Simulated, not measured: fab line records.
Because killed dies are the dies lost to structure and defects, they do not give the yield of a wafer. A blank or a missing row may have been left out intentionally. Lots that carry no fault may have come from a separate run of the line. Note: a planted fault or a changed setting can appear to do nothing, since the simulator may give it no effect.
Matching of chambers    flow nandHarc    rieDiel-03 running NHARC_A_STAIRCASE_STRIP_476: 4 sister chambers
The step strips in O2, time 20 s. 8 wafers are shown with their chamber, then 9 later ones without.

WAFERS WITH THEIR CHAMBER
wafer   chamber  showerheadPlenumPTorr (Torr)  oesProductAu (a.u.)
L081.2  1        3.40                          0.975
L081.4  0        3.56                          0.993
L084.1  0        3.55                          0.980
L084.2  2        3.62                          1.004
L084.3  3        3.38                          0.988
L086.1  2        3.62                          1.015
L086.3  1        3.39                          0.974
L086.4  3        3.38                          0.987

WAFERS WITH NO CHAMBER GIVEN
wafer   showerheadPlenumPTorr (Torr)  oesProductAu (a.u.)
L088.1  3.38                          0.967
L088.2  3.55                          0.981
L088.3  3.62                          0.999
L092.1  3.38                          0.974
L092.3  3.62                          1.010
L092.6  3.62                          1.012
L094.1  3.54                          0.992
L094.2  3.62                          1.008
L094.4  3.38                          0.977

THE CHAMBER EACH PASSED THROUGH
wafer   from the rows above      in truth
L088.1  can't be placed: 1 or 3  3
L088.2  0                        0
L088.3  2                        2
L092.1  can't be placed: 3 or 1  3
L092.3  2                        2
L092.6  2                        2
L094.1  0                        0
L094.2  2                        2
L094.4  can't be placed: 3 or 1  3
6 of 9 placed correctly. Not placeable from these rows: 3 (in 3, the candidates include the true chamber). 0 placed wrongly.
How it was worked out, from the rows above alone: a wafer's distance from a chamber is the root of the sum, over the readings, of the square of ((its reading less the chamber's mean) divided by the reading's scatter). The wafer belongs to the nearest chamber; if the next one is less than 2 further off, it can't be placed. Each chamber's mean is taken over the wafers shown for it. How the scatter is found: for the shown wafers, subtract from each reading the mean of its chamber, square and add these, divide the total by (wafers less chambers), then take the root.
